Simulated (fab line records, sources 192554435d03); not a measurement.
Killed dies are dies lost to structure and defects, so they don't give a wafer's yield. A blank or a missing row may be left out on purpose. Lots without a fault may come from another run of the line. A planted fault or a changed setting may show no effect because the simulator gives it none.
Chamber matching | flow n5_finfet | N5_BEOL_M6_CURE_75 on uv_cure-03: 3 sister chambers
The step cures SiCOH lowk, time 120 s. 6 wafers are shown with their chamber, then 7 later ones without.

WAFERS WITH THEIR CHAMBER
wafer  | chamber | wafer_temp_C_max | lamp_power_pct (%)
L077.3 | 1       | 372.3            | 52.29
L077.4 | 1       | 372.2            | 52.17
L086.4 | 2       | 371.7            | 52.30
L086.6 | 2       | 372.2            | 52.33
L088.1 | 0       | 371.4            | 52.39
L088.2 | 0       | 371.0            | 52.21

WAFERS WITHOUT THEIR CHAMBER
wafer  | wafer_temp_C_max | lamp_power_pct (%)
L088.3 | 371.3            | 52.29
L087.1 | 372.2            | 52.37
L087.2 | 373.2            | 52.24
L087.3 | 372.5            | 52.41
L096.2 | 371.7            | 52.23
L096.3 | 371.3            | 52.30
L096.5 | 371.2            | 52.31

WHICH CHAMBER EACH WENT THROUGH
wafer  | from the rows above          | in truth
L088.3 | 0                            | 0
L087.1 | can't be placed: 2 or 1      | 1
L087.2 | can't be placed: 1 or 2      | 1
L087.3 | can't be placed: 1 or 2      | 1
L096.2 | can't be placed: 2 or 0 or 1 | 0
L096.3 | 0                            | 0
L096.5 | 0                            | 0
Placed correctly: 3 of 7. Can't be placed from these rows: 4 (the true chamber is among the candidates in 4). Placed wrongly: 0.
How it was worked out, from the rows above alone: a wafer's distance from a chamber is the root of the sum, over the readings, of the square of ((its reading less the chamber's mean) divided by the reading's scatter). The wafer belongs to the nearest chamber; if the next one is less than 2 further off, it can't be placed. A chamber's mean is the mean of its shown wafers. The scatter: the root of (the sum of the squares of (reading less its chamber's mean) over the shown wafers, divided by (wafers less chambers)).
